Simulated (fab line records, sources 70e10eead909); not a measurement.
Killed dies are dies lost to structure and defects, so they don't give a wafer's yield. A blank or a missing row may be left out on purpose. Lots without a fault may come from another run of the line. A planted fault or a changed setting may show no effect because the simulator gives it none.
Chamber matching | flow nand_harc | NHARC_A_STAIRCASE_DEP_417 on pecvd-01: 3 sister chambers
The step deposits Si3N4, target thk 60 nm. 16 wafers are shown with their chamber, then 8 later ones without.

WAFERS WITH THEIR CHAMBER
wafer  | chamber | heater_power_w (W) | rf_fwd_power_W (W)
L075.2 | 1       | 862                | 448.8
L075.3 | 0       | 661                | 447.5
L075.4 | 2       | 790                | 445.9
L074.1 | 1       | 812                | 447.6
L074.5 | 2       | 769                | 448.2
L074.6 | 1       | 852                | 449.3
L087.2 | 2       | 687                | 449.9
L087.3 | 0       | 683                | 447.5
L087.4 | 0       | 711                | 448.6
L088.1 | 1       | 857                | 451.3
L088.4 | 2       | 667                | 448.0
L088.5 | 0       | 664                | 451.2
L089.2 | 0       | 721                | 451.3
L089.3 | 2       | 763                | 448.6
L089.6 | 0       | 759                | 446.6
L090.1 | 2       | 719                | 447.7

SIGNATURES (means of the wafers above)
reading        | chamber 0 | chamber 1 | chamber 2 | scatter within a chamber
heater_power_w | 699.83    | 845.75    | 732.50    | 40
rf_fwd_power_W | 448.783   | 449.250   | 448.050   | 1.66
Rule: a wafer's distance from a chamber is the root of the sum, over the readings, of the square of ((its reading less the chamber's mean) divided by the reading's scatter). The wafer belongs to the nearest chamber; if the next one is less than 2 further off, it can't be placed. The scatter: the root of (the sum of the squares of (reading less its chamber's mean) over the shown wafers, divided by (wafers less chambers)).

WAFERS WITHOUT THEIR CHAMBER
wafer  | heater_power_w (W) | rf_fwd_power_W (W)
L090.3 | 867                | 449.8
L090.5 | 864                | 447.9
L092.1 | 814                | 450.2
L092.2 | 623                | 450.0
L092.4 | 799                | 450.2
L096.3 | 744                | 448.2
L096.4 | 694                | 449.5
L096.6 | 846                | 448.9

WHICH CHAMBER EACH WENT THROUGH
wafer  | from the rows above          | in truth
L090.3 | 1                            | 1
L090.5 | 1                            | 1
L092.1 | can't be placed: 1 or 2 or 0 | 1
L092.2 | can't be placed: 0 or 2      | 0
L092.4 | can't be placed: 1 or 2 or 0 | 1
L096.3 | can't be placed: 2 or 0      | 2
L096.4 | can't be placed: 0 or 2      | 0
L096.6 | 1                            | 1
Placed correctly: 3 of 8. Can't be placed from these rows: 5 (the true chamber is among the candidates in 5). Placed wrongly: 0.
